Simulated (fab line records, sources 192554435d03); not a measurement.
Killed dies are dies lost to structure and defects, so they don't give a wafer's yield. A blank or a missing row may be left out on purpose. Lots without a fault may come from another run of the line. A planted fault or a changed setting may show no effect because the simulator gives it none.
fab line records | flow n5_finfet
record lots=7 wafers=21
route steps=1938 shown BEOL_M7@1299 BEOL_M8@1342 BEOL_M9@1401
start_h: hours from the record's first day to the start of the lot's first wafer shown | wait_h: hours since the lot's step before | " the same as in the row above | L1.1+2: a row that stands for several wafers | - no value, or no start given | * or withheld: withheld | < > ~ a bound
route shown NAME@n: a module of which the file shows steps, and the number in the route of the first | usual: mean/standard deviation of fault-free wafers | same: alike in all rows | chamber/n: place in a boat | sites: the reading at each site | _std_site: their standard deviation | _edge_site: outer sites' mean less inner sites' | radius_mm: how far each site lies from the wafer's centre | mask NAME#n: copy n | behind: the tool/chamber that last shaped the wafer | hold: why the lot was held/for how many hours/how that ended | device: the transistor (n, p or np) that didn't switch | end of line: the same wafers' tests at the end of the route | a step without rows: its recipe alone | killed: dies lost to structure and defects at the first sort, not the wafer's yield | map: a wafer's dies, x killed, . not, _ none there
set.NAME: the setting as run; set.NAME@STEP: as run at that earlier step | model.NAME: the simulator's own value behind a step, which no gauge read
lots whose settings were changed on purpose; a table a step, a row a wafer
## steps
# step N5_BEOL_M7_DESCUM_33
# recipe chemistry=O2 time_s=7 source_power_w=50 bias_power_w=20 pressure_mtorr=20 rf_frequency_hz=2.712e+07 temp_c=40 resist=CAR-EUV o2_flow_sccm=225
# columns lot.wafer tool chamber start_h wait_h set.time_s model.CAR-EUV_of_BEOL_M7_COAT_22.thk_nm
L074.1+6 rie_diel-03 0,1 192.93 0.0 7 26
L074.5 " 0 " " 7.604 25.8
L075.2 rie_diel-03 0 200.56 0.2 6.508 26.6
L075.5 " 2 " " 6.508 26.4
L075.6 " 1 " " 7 26.4
L076.3+4 rie_diel-03 1,3 219.99 0.2 6.51 26.2
L076.5 " 1 " " 7 26
L083.1 rie_diel-02 3 246.59 0.0 5.894 26.6
L083.4+5 " 2,0 " " 7 26.2
L091.3+5 rie_diel-03 2,3 305.80 0.0 7 26.2
L091.4 " 1 " " 6.378 26.4
L094.1+2 rie_diel-04 2,1 313.45 0.0 7 26
L094.3 " 3 " " 6.495 26.2
L093.2+3+4 rie_diel-04 2,3,3 315.01 0.0 7 26
# step N5_BEOL_M7_ETCH_72
# recipe chemistry=N2/H2 target=underlayer target_depth_a=65 mask_material=CAR-EUV time_s=5.2 ion_energy_ev=200 pressure_mtorr=30 source_w=840 bias_w=150 n2_flow_sccm=200 h2_flow_sccm=200 ends=cleared
# columns lot.wafer tool chamber start_h wait_h set.time_s@BEOL_M7_DESCUM_33 model.CAR-EUV_of_BEOL_M7_COAT_22.thk_nm
L074.1 rie_diel-03 0 192.97 0.0 7 20.4
L074.5 " 0 " " 7.604 20
L074.6 " 1 " " 7 20.2
L075.2+5 rie_diel-03 0,2 200.59 0.0 6.508 20.8
L075.6 " 1 " " 7 20.6
L076.3 rie_diel-03 1 220.02 0.0 6.51 20.4
L076.4 " 3 " " 6.51 20.6
L076.5 " 1 " " 7 20.2
L083.1 rie_diel-02 3 246.63 0.0 5.894 21
L083.4+5 " 2,0 " " 7 20.4
L091.3 rie_diel-03 2 305.83 0.0 7 20.4
L091.4 " 1 " " 6.378 20.6
L091.5 " 3 " " 7 20.6
L094.1+2 rie_diel-04 2,1 313.49 0.0 7 20.2
L094.3 " 3 " " 6.495 20.6
L093.2+3+4 rie_diel-04 2,3,3 315.04 0.0 7 20.4
# step N5_BEOL_M7_ETCH_65
# recipe chemistry=CF4 target=SiARC target_depth_a=156 mask_material=CAR-EUV time_s=26 ion_energy_ev=80 pressure_mtorr=40 source_w=545 bias_w=36 Ar_flow_sccm=100 cf4_flow_sccm=100 ends=cleared
# columns lot.wafer tool chamber start_h wait_h set.time_s@BEOL_M7_DESCUM_33 model.CAR-EUV_of_BEOL_M7_COAT_22.thk_nm
L074.1 rie_diel-03 0 192.99 0.0 7 11.2
L074.5 " 0 " " 7.604 10.8
L074.6 " 1 " " 7 11
L075.2+5 rie_diel-03 0,2 200.61 0.0 6.508 11.6
L075.6 " 1 " " 7 11.4
L076.3+4 rie_diel-03 1,3 220.04 0.0 6.51 11.2
L076.5 " 1 " " 7 11
L083.1 rie_diel-02 3 246.65 0.0 5.894 11.8
L083.4+5 " 2,0 " " 7 11.2
L091.3 rie_diel-03 2 305.85 0.0 7 11.2
L091.4 " 1 " " 6.378 11.4
L091.5 " 3 " " 7 11.4
L094.1+2 rie_diel-04 2,1 313.50 0.0 7 11
L094.3 " 3 " " 6.495 11.2
L093.2+4 rie_diel-04 2,3 315.06 0.0 7 11.2
L093.3 " 3 " " 7 11
# step N5_BEOL_M8_EXPOSE_08
# recipe mask_id=M8 na=1.35 source_shape=dipole sigma_inner=0.817 sigma_outer=0.97 polarization=te dose_mj=68.25
# columns lot.wafer tool chamber start_h wait_h mask set.dose_mj
L074.1+5 arfi_scanner-03 0 197.68 - M8#0 68.25
L074.6 " 0 " " M8#0 73.14
L075.2+5+6 arfi_scanner-01 0 206.82 - M8#0 64.74
L076.3+5 arfi_scanner-01 0 226.26 - M8#0 68.25
L076.4 " 0 " " M8#0 63.33
L083.1+4+5 arfi_scanner-03 0 253.86 - M8#0 68.25
L091.3+4+5 arfi_scanner-01 0 312.64 - M8#0 68.25
L094.1+2+3 arfi_scanner-03 0 319.03 - M8#0 68.25
L093.2+3+4 arfi_scanner-02 0 321.10 - M8#0 68.25
# step N5_BEOL_M8_PEB_09
# recipe peb_temp_c=withheld peb_time_s=60 resist=CAR-ArF
# step N5_BEOL_M8_DEVELOP_10
# recipe develop_time_s=30 developer=TMAH resist=CAR-ArF rinse_liquid=diw dry=air_spin dev_temp_c=23
# step N5_BEOL_M8_CD_MEAS_11
# recipe target_cd_nm=38.5 landing_energy_ev=500 detector=se_inlens polarity=opening
# usual cd_nm=38.6/0.52
# columns lot.wafer tool chamber start_h wait_h set.dose_mj@BEOL_M8_EXPOSE_08 cd_nm
L074.1 cd_sem-02 0 197.81 - 68.25 39.4
L074.5 " 0 " " 68.25 38.8
L074.6 " 0 " " 73.14 41.4
L075.2 cd_sem-03 0 206.94 - 64.74 36.6
L075.5 " 0 " " 64.74 36.3
L075.6 " 0 " " 64.74 36.0
L076.3 cd_sem-02 0 226.37 - 68.25 37.9
L076.4 " 0 " " 63.33 35.3
L076.5 " 0 " " 68.25 37.8
L083.1 cd_sem-02 0 253.98 - 68.25 38.6
L083.4 " 0 " " 68.25 38.6
L083.5 " 0 " " 68.25 38.4
L091.3 cd_sem-02 0 312.76 - 68.25 38.3
L091.4 " 0 " " 68.25 38.8
L091.5 " 0 " " 68.25 38.4
L094.1 cd_sem-02 0 319.16 - 68.25 39.1
L094.2 " 0 " " 68.25 38.6
L094.3 " 0 " " 68.25 37.7
L093.2 cd_sem-03 0 321.22 - 68.25 38.0
L093.3 " 0 " " 68.25 39.2
L093.4 " 0 " " 68.25 38.5
# step N5_BEOL_M8_DESCUM_16
# recipe chemistry=O2 time_s=7.9 source_power_w=50 bias_power_w=20 pressure_mtorr=20 rf_frequency_hz=2.712e+07 temp_c=40 resist=CAR-ArF o2_flow_sccm=225
# columns lot.wafer tool chamber start_h wait_h set.time_s model.CAR-ArF_of_BEOL_M8_COAT_05.thk_nm
L074.1 rie_diel-06 3 197.90 0.0 6.966 84.6
L074.5 " 3 " " 7.9 84
L074.6 " 2 " " 7.9 84.4
L075.2 rie_diel-05 0 207.03 0.0 6.816 84
L075.5 " 3 " " 7.9 83
L075.6 " 0 " " 6.816 83.6
L076.3+4 rie_diel-06 0,3 226.46 0.0 8.553 82.6
L076.5 " 0 " " 7.9 83
L083.1+5 rie_diel-01 0,3 254.14 0.1 7.9 84
L083.4 " 2 " " 6.175 85
L091.3+4 rie_diel-06 2,0 313.99 1.2 8.399 83
L091.5 " 3 " " 7.9 83.2
L094.1 rie_diel-05 0 319.66 0.4 7.101 84.2
L094.2 " 2 " " 7.9 83.6
L094.3 " 3 " " 7.101 84
L093.2 rie_diel-01 0 321.90 0.6 7.9 84
L093.3 " 1 " " 7.9 83.6
L093.4 " 2 " " 7.9 83.8
# step N5_BEOL_M8_ETCH_61
# recipe chemistry=CF4 target=SiARC target_depth_a=455 mask_material=CAR-ArF time_s=75.8 ion_energy_ev=80 pressure_mtorr=40 source_w=545 bias_w=36 Ar_flow_sccm=100 cf4_flow_sccm=100 ends=cleared
# columns lot.wafer tool chamber start_h wait_h set.dose_mj@BEOL_M8_EXPOSE_08 set.time_s@BEOL_M8_DESCUM_16 model.BEOL_M8.cd_offset_nm model.CAR-ArF_of_BEOL_M8_COAT_05.thk_nm
L074.1 rie_diel-06 3 197.94 0.0 68.25 6.966 1 52
L074.5 " 3 " " 68.25 7.9 0.4 51.4
L074.6 " 2 " " 73.14 7.9 3.4 51.6
L075.2 rie_diel-05 0 207.06 0.0 64.74 6.816 -2.2 51.4
L075.5 " 3 " " 64.74 7.9 -2.2 50.4
L075.6 " 0 " " 64.74 6.816 -2.8 51
L076.3 rie_diel-06 0 226.49 0.0 68.25 8.553 -0.4 50
L076.4 " 3 " " 63.33 8.553 -3 50
L076.5 " 0 " " 68.25 7.9 -0.4 50.4
L083.1 rie_diel-01 0 254.18 0.0 68.25 7.9 0.2 51.2
L083.4 " 2 " " 68.25 6.175 0 52.2
L083.5 " 3 " " 68.25 7.9 -0.2 51.2
L091.3 rie_diel-06 2 314.02 0.0 68.25 8.399 0.2 50.4
L091.4 " 0 " " 68.25 8.399 0.6 50.4
L091.5 " 3 " " 68.25 7.9 0.2 50.6
L094.1 rie_diel-05 0 319.69 0.0 68.25 7.101 0.4 51.4
L094.2 " 2 " " 68.25 7.9 0 50.8
L094.3 " 3 " " 68.25 7.101 -0.4 51.2
L093.2 rie_diel-01 0 321.94 0.0 68.25 7.9 0.6 51
L093.3 " 1 " " 68.25 7.9 0.8 50.8
L093.4 " 2 " " 68.25 7.9 0 51
# step N5_BEOL_M8_ETCH_62
# recipe chemistry=N2/H2 target=SOC target_depth_a=1100 overetch_a=220 mask_material=SiARC temp_c=40 time_s=165 ion_energy_ev=200 pressure_mtorr=30 source_w=840 bias_w=150 n2_flow_sccm=200 h2_flow_sccm=200
# columns lot.wafer tool chamber start_h wait_h set.dose_mj@BEOL_M8_EXPOSE_08 model.BEOL_M8.cd_offset_nm
L074.1 rie_diel-06 3 197.99 0.0 68.25 0.8
L074.5 " 3 " " 68.25 0.2
L074.6 " 2 " " 73.14 3.2
L075.2+5 rie_diel-05 0,3 207.12 0.0 64.74 -2.4
L075.6 " 0 " " 64.74 -3
L076.3 rie_diel-06 0 226.55 0.0 68.25 0
L076.4 " 3 " " 63.33 -3
L076.5 " 0 " " 68.25 -0.2
L083.1 rie_diel-01 0 254.23 0.0 68.25 -0.2
L083.4+5 " 2,3 " " 68.25 -0.4
L091.3 rie_diel-06 2 314.08 0.0 68.25 0.4
L091.4 " 0 " " 68.25 1
L091.5 " 3 " " 68.25 0.2
L094.1 rie_diel-05 0 319.75 0.0 68.25 1
L094.2 " 2 " " 68.25 0
L094.3 " 3 " " 68.25 -0.4
L093.2 rie_diel-01 0 321.99 0.0 68.25 0.2
L093.3 " 1 " " 68.25 0.6
L093.4 " 2 " " 68.25 -0.2
# step N5_BEOL_M8_STRIP_68
# recipe chemistry=N2/H2 temp_c=40 n2_flow_sccm=200 h2_flow_sccm=200 rf_frequency_hz=6e+07
# step N5_BEOL_M8_STRIP_67
# recipe chemistry=CF4 resist=SiARC power_w=300 bias_power_w=75 pressure_mtorr=50 cf4_flow_sccm=150 rf_frequency_hz=6e+07
# step N5_BEOL_M8_HM_OPEN_17
# recipe chemistry=Cl2/BCl3 target_depth_a=200 overetch_a=60 target=TiN mask_material=SOC ion_energy_ev=150 pressure_mtorr=10 icp_w=1000 bias_w=126 Cl2_flow_sccm=53.25 bcl3_flow_sccm=21.75 Ar_flow_sccm=25
# columns lot.wafer tool chamber start_h wait_h set.dose_mj@BEOL_M8_EXPOSE_08 model.BEOL_M8.cd_offset_nm
L074.1 rie_metal-01 1 198.18 0.0 68.25 0.8
L074.5 " 0 " " 68.25 0.2
L074.6 " 1 " " 73.14 3.2
L075.2 rie_metal-03 0 207.30 0.0 64.74 -2.4
L075.5 " 0 " " 64.74 -2.2
L075.6 " 1 " " 64.74 -2.8
L076.3 rie_metal-01 0 226.77 0.1 68.25 0
L076.4 " 1 " " 63.33 -3
L076.5 " 1 " " 68.25 -0.4
L083.1 rie_metal-01 1 254.42 0.0 68.25 -0.2
L083.4 " 1 " " 68.25 -0.4
L083.5 " 1 " " 68.25 -0.6
L091.3 rie_metal-03 0 314.30 0.1 68.25 0.4
L091.4 " 1 " " 68.25 1
L091.5 " 0 " " 68.25 0.2
L094.1 rie_metal-02 1 319.94 0.0 68.25 1
L094.2 " 0 " " 68.25 -0.2
L094.3 " 0 " " 68.25 -0.4
L093.2 rie_metal-01 1 322.18 0.0 68.25 0
L093.3 " 0 " " 68.25 0.8
L093.4 " 1 " " 68.25 -0.2
# step N5_BEOL_M8_STRIP_19
# recipe chemistry=O2 power_w=400 temp_c=40 pressure_mtorr=30 rf_frequency_hz=6e+07 bias_power_w=0 overash_fraction=0.2 o2_flow_sccm=225
# step N5_BEOL_M8_CD_MEAS_18
# recipe pitch_nm=80 target_cd_nm=40
# usual cd_nm=40.1/0.56
# columns lot.wafer tool chamber start_h wait_h set.dose_mj@BEOL_M8_EXPOSE_08 cd_nm
L074.1 cd_sem-03 - 198.36 0.0 68.25 40.7
L074.5 " - " " 68.25 40.0
L074.6 " - " " 73.14 43.2
L075.2 cd_sem-03 - 207.64 0.1 64.74 37.7
L075.5 " - " " 64.74 37.9
L075.6 " - " " 64.74 37.0
L076.3 cd_sem-02 - 226.99 0.1 68.25 39.9
L076.4 " - " " 63.33 37.4
L076.5 " - " " 68.25 39.8
L083.1 cd_sem-02 - 254.69 0.0 68.25 39.8
L083.4 " - " " 68.25 39.6
L083.5 " - " " 68.25 39.5
L091.3 cd_sem-02 - 314.45 0.1 68.25 40.4
L091.4 " - " " 68.25 40.9
L091.5 " - " " 68.25 40.0
L094.1 cd_sem-03 - 320.16 0.0 68.25 40.9
L094.2 " - " " 68.25 39.9
L094.3 " - " " 68.25 39.4
L093.2 cd_sem-02 - 322.47 0.1 68.25 40.0
L093.3 " - " " 68.25 40.7
L093.4 " - " " 68.25 40.3
# step N5_BEOL_M8_COAT_63
# recipe resist=SOC temp_c=250 time_s=60 spin_rpm=1500 resist_thk_nm=60
# step N5_BEOL_M8_COAT_64
# recipe resist=SiARC temp_c=220 time_s=60 spin_rpm=1500 resist_thk_nm=12
# step N5_BEOL_M8_PRECLEAN_42
# recipe chemistry=residue_remover time_s=60 temp_c=40
# step N5_BEOL_M8_SRD_43
# recipe time_s=30 temp_c=23 rinse_liquid=diw dry=ipa_marangoni
# step N5_BEOL_M8_CD_MEAS_35
# recipe target_cd_nm=40 polarity=opening
# usual cd_nm=40.2/0.57
# columns lot.wafer tool chamber start_h wait_h set.dose_mj@BEOL_M8_EXPOSE_08 cd_nm
L074.1 cd_sem-03 - 199.75 0.0 68.25 40.8
L074.5 " - " " 68.25 40.3
L074.6 " - " " 73.14 43.1
L075.2 cd_sem-03 - 210.74 0.0 64.74 37.8
L075.5 " - " " 64.74 37.6
L075.6 " - " " 64.74 36.8
L076.3 cd_sem-01 - 228.34 0.0 68.25 40.0
L076.4 " - " " 63.33 37.2
L076.5 " - " " 68.25 40.2
L083.1 cd_sem-03 - 256.38 0.0 68.25 40.1
L083.4 " - " " 68.25 39.5
L083.5 " - " " 68.25 39.2
L091.3 cd_sem-02 - 315.71 0.0 68.25 40.2
L091.4 " - " " 68.25 41.1
L091.5 " - " " 68.25 39.8
L094.1 cd_sem-02 - 321.28 0.0 68.25 41.0
L094.2 " - " " 68.25 39.9
L094.3 " - " " 68.25 39.9
L093.2 cd_sem-03 - 323.91 0.0 68.25 40.2
L093.3 " - " " 68.25 41.0
L093.4 " - " " 68.25 39.8
# step N5_BEOL_M9_ILD_DEP_00
# recipe material=SiCOH_lowk target_thk_a=3085.1 temp_c=300 precursor=DEMS/porogen pressure_torr=5 rf_w=500 time_s=58
# columns lot.wafer tool chamber start_h wait_h set.time_s model.SiCOH_lowk_of_BEOL_M9_ILD_DEP_00.thk_nm
L074.1 pecvd-01 0 202.54 0.0 64.06 334.4
L074.5 " 1 " " 58 308.4
L074.6 " 0 " " 64.06 342.2
L075.2 pecvd-01 1 215.11 0.0 62.39 325
L075.5 " 0 " " 58 306.2
L075.6 " 2 " " 58 306.8
L076.3 pecvd-01 0 230.90 0.0 58 303.2
L076.4 " 1 " " 50.9 273.2
L076.5 " 0 " " 58 312
L083.1 pecvd-03 1 258.45 0.0 63.11 335.2
L083.4 " 0 " " 63.11 330.6
L083.5 " 2 " " 63.11 336.6
L091.3 pecvd-03 0 319.64 0.0 64.43 336.8
L091.4 " 1 " " 58 312.2
L091.5 " 2 " " 64.43 346
L094.1 pecvd-03 1 324.22 0.0 65.3 340
L094.2 " 2 " " 58 308
L094.3 " 0 " " 65.3 341
L093.2 pecvd-03 1 327.34 0.0 58 302.2
L093.3 " 0 " " 58 304
L093.4 " 2 " " 58 310.8
# step N5_BEOL_M9_CURE_71
# recipe temp_c=385 time_s=240 ambient=He/Ar material=SiCOH_lowk
# columns lot.wafer tool chamber start_h wait_h set.time_s@BEOL_M9_ILD_DEP_00 model.SiCOH_lowk_of_BEOL_M9_ILD_DEP_00.thk_nm
L074.1 uv_cure-02 0 202.64 0.1 64.06 290.8
L074.5 " 0 " " 58 267.8
L074.6 " 0 " " 64.06 297.8
L075.2 uv_cure-01 0 215.26 0.1 62.39 282.6
L075.5 " 0 " " 58 265.8
L075.6 " 0 " " 58 266.6
L076.3 uv_cure-02 0 231.14 0.2 58 263.2
L076.4 " 0 " " 50.9 237
L076.5 " 0 " " 58 271
L083.1 uv_cure-03 0 258.65 0.2 63.11 291.6
L083.4 " 0 " " 63.11 287.4
L083.5 " 0 " " 63.11 292.8
L091.3 uv_cure-02 1 319.88 0.2 64.43 293
L091.4 " 1 " " 58 271.2
L091.5 " 1 " " 64.43 301.2
L094.1 uv_cure-02 1 324.30 0.0 65.3 295.8
L094.2 " 1 " " 58 267.6
L094.3 " 1 " " 65.3 296.8
L093.2 uv_cure-02 1 327.50 0.1 58 262.4
L093.3 " 1 " " 58 264
L093.4 " 1 " " 58 270
# step N5_BEOL_M9_THK_MEAS_01
# recipe reads=SiCOH_lowk_of_BEOL_M9_ILD_DEP_00
# usual M9_ILD_THK=268/3.7
# columns lot.wafer tool chamber start_h wait_h set.time_s@BEOL_M9_ILD_DEP_00 M9_ILD_THK[nm]
L074.1 film_metro-02 - 203.16 0.4 64.06 291
L074.5 " - " " 58 268
L074.6 " - " " 64.06 298
L075.2 film_metro-01 - 215.70 0.4 62.39 283
L075.5 " - " " 58 266
L075.6 " - " " 58 266
L076.3 film_metro-02 - 231.49 0.3 58 263
L076.4 " - " " 50.9 237
L076.5 " - " " 58 271
L083.1 film_metro-01 - 259.16 0.4 63.11 292
L083.4 " - " " 63.11 287
L083.5 " - " " 63.11 293
L091.3 film_metro-02 - 320.23 0.3 64.43 293
L091.4 " - " " 58 271
L091.5 " - " " 64.43 301
L094.1 film_metro-01 - 324.81 0.4 65.3 296
L094.2 " - " " 58 268
L094.3 " - " " 65.3 297
L093.2 film_metro-02 - 327.93 0.4 58 262
L093.3 " - " " 58 264
L093.4 " - " " 58 270
## key
split step=N5_BEOL_M7_DESCUM_33 setting=time_s stated=7 by=wafer
response step=N5_BEOL_M7_DESCUM_33 reading=model.CAR-EUV_of_BEOL_M7_COAT_22.thk_nm change=-0.0242 per=1% r=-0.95
response step=N5_BEOL_M7_ETCH_72 reading=model.CAR-EUV_of_BEOL_M7_COAT_22.thk_nm change=-0.035 per=1% r=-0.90
response step=N5_BEOL_M7_ETCH_65 reading=model.CAR-EUV_of_BEOL_M7_COAT_22.thk_nm change=-0.0311 per=1% r=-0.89
split step=N5_BEOL_M8_EXPOSE_08 setting=dose_mj stated=68.25 by=wafer
response step=N5_BEOL_M8_CD_MEAS_11 reading=cd_nm change=+0.341 per=1% r=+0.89
response step=N5_BEOL_M8_ETCH_61 reading=model.BEOL_M8.cd_offset_nm change=+0.369 per=1% r=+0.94
response step=N5_BEOL_M8_ETCH_62 reading=model.BEOL_M8.cd_offset_nm change=+0.39 per=1% r=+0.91
response step=N5_BEOL_M8_HM_OPEN_17 reading=model.BEOL_M8.cd_offset_nm change=+0.383 per=1% r=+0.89
response step=N5_BEOL_M8_CD_MEAS_18 reading=cd_nm change=+0.371 per=1% r=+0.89
response step=N5_BEOL_M8_CD_MEAS_35 reading=cd_nm change=+0.378 per=1% r=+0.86
split step=N5_BEOL_M8_DESCUM_16 setting=time_s stated=7.9 by=wafer
response step=N5_BEOL_M8_DESCUM_16 reading=model.CAR-ArF_of_BEOL_M8_COAT_05.thk_nm change=-0.0465 per=1% r=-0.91
response step=N5_BEOL_M8_ETCH_61 reading=model.CAR-ArF_of_BEOL_M8_COAT_05.thk_nm change=-0.0476 per=1% r=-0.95
split step=N5_BEOL_M9_ILD_DEP_00 setting=time_s stated=58 by=wafer
response step=N5_BEOL_M9_ILD_DEP_00 reading=model.SiCOH_lowk_of_BEOL_M9_ILD_DEP_00.thk_nm change=+2.69 per=1% r=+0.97
response step=N5_BEOL_M9_CURE_71 reading=model.SiCOH_lowk_of_BEOL_M9_ILD_DEP_00.thk_nm change=+2.37 per=1% r=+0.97
response step=N5_BEOL_M9_THK_MEAS_01 reading=M9_ILD_THK change=+2.37 per=1% r=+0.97
